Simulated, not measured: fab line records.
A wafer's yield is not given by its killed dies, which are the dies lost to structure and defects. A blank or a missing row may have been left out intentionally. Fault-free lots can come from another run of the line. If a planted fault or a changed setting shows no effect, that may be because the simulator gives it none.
Chamber matching :: flow n5-finfet :: N5_PASSIVATION_VIA_ETCH_13 on rie-diel-01 has 4 sister chambers
The step etches SiO2 in CHF3/O2, target depth 660 nm, time 330 s. 14 wafers are shown with their chamber, then 7 later ones without.

## WAFERS, EACH WITH ITS CHAMBER
wafer: L422.1
chamber: 3
drypump-motor-current-A (A): 5.7
showerhead-plenum-p-Torr (Torr): 2.48
rf-vpp-V (V): 518

wafer: L422.4
chamber: 2
drypump-motor-current-A (A): 6.3
showerhead-plenum-p-Torr (Torr): 2.30
rf-vpp-V (V): 512

wafer: L422.6
chamber: 0
drypump-motor-current-A (A): 5.5
showerhead-plenum-p-Torr (Torr): 2.54
rf-vpp-V (V): 519

wafer: L425.3
chamber: 3
drypump-motor-current-A (A): 5.7
showerhead-plenum-p-Torr (Torr): 2.48
rf-vpp-V (V): 518

wafer: L425.4
chamber: 1
drypump-motor-current-A (A): 6.3
showerhead-plenum-p-Torr (Torr): 2.50
rf-vpp-V (V): 539

wafer: L425.6
chamber: 2
drypump-motor-current-A (A): 6.4
showerhead-plenum-p-Torr (Torr): 2.29
rf-vpp-V (V): 512

wafer: L429.2
chamber: 1
drypump-motor-current-A (A): 6.3
showerhead-plenum-p-Torr (Torr): 2.50
rf-vpp-V (V): 539

wafer: L429.5
chamber: 1
drypump-motor-current-A (A): 6.3
showerhead-plenum-p-Torr (Torr): 2.50
rf-vpp-V (V): 540

wafer: L429.6
chamber: 2
drypump-motor-current-A (A): 6.4
showerhead-plenum-p-Torr (Torr): 2.29
rf-vpp-V (V): 511

wafer: L423.3
chamber: 3
drypump-motor-current-A (A): 5.7
showerhead-plenum-p-Torr (Torr): 2.47
rf-vpp-V (V): 520

wafer: L423.5
chamber: 0
drypump-motor-current-A (A): 5.5
showerhead-plenum-p-Torr (Torr): 2.53
rf-vpp-V (V): 520

wafer: L423.6
chamber: 1
drypump-motor-current-A (A): 6.3
showerhead-plenum-p-Torr (Torr): 2.50
rf-vpp-V (V): 539

wafer: L430.1
chamber: 1
drypump-motor-current-A (A): 6.3
showerhead-plenum-p-Torr (Torr): 2.49
rf-vpp-V (V): 540

wafer: L430.3
chamber: 0
drypump-motor-current-A (A): 5.5
showerhead-plenum-p-Torr (Torr): 2.53
rf-vpp-V (V): 519

SIGNATURES, as means of the wafers listed above
reading: drypump-motor-current-A
chamber 0: 5.500
chamber 1: 6.300
chamber 2: 6.367
chamber 3: 5.700
scatter within a chamber: 0.0258

reading: showerhead-plenum-p-Torr
chamber 0: 2.5333
chamber 1: 2.4980
chamber 2: 2.2933
chamber 3: 2.4767
scatter within a chamber: 0.00529

reading: rf-vpp-V
chamber 0: 519.33
chamber 1: 539.40
chamber 2: 511.67
chamber 3: 518.67
scatter within a chamber: 0.721
Rule: for each reading, subtract the chamber's mean from the wafer's reading, divide by that reading's scatter and square the result; add these up over the readings and take the root, which gives the wafer's distance from the chamber. If the next closest chamber is less than 2 further off than the closest, the wafer can't be placed; otherwise it belongs to the closest. The scatter: take each reading less its chamber's mean, square it, sum over the shown wafers, divide by the number of wafers less the number of chambers, and take the root.

## WAFERS MISSING THEIR CHAMBER
wafer: L430.4
drypump-motor-current-A (A): 5.7
showerhead-plenum-p-Torr (Torr): 2.47
rf-vpp-V (V): 519

wafer: L432.1
drypump-motor-current-A (A): 5.5
showerhead-plenum-p-Torr (Torr): 2.53
rf-vpp-V (V): 520

wafer: L432.3
drypump-motor-current-A (A): 6.3
showerhead-plenum-p-Torr (Torr): 2.49
rf-vpp-V (V): 540

wafer: L432.5
drypump-motor-current-A (A): 6.4
showerhead-plenum-p-Torr (Torr): 2.29
rf-vpp-V (V): 511

wafer: L435.1
drypump-motor-current-A (A): 6.3
showerhead-plenum-p-Torr (Torr): 2.49
rf-vpp-V (V): 542

wafer: L435.4
drypump-motor-current-A (A): 5.5
showerhead-plenum-p-Torr (Torr): 2.52
rf-vpp-V (V): 518

wafer: L435.5
drypump-motor-current-A (A): 6.3
showerhead-plenum-p-Torr (Torr): 2.49
rf-vpp-V (V): 538

## THE CHAMBER EACH PASSED THROUGH
wafer: L430.4
from the rows above: 3
in truth: 3

wafer: L432.1
from the rows above: 0
in truth: 0

wafer: L432.3
from the rows above: 1
in truth: 1

wafer: L432.5
from the rows above: 2
in truth: 2

wafer: L435.1
from the rows above: 1
in truth: 1

wafer: L435.4
from the rows above: 0
in truth: 0

wafer: L435.5
from the rows above: 1
in truth: 1
Placed correctly: 7 of 7. Number that these rows cannot place: 0. 0 placed wrongly.
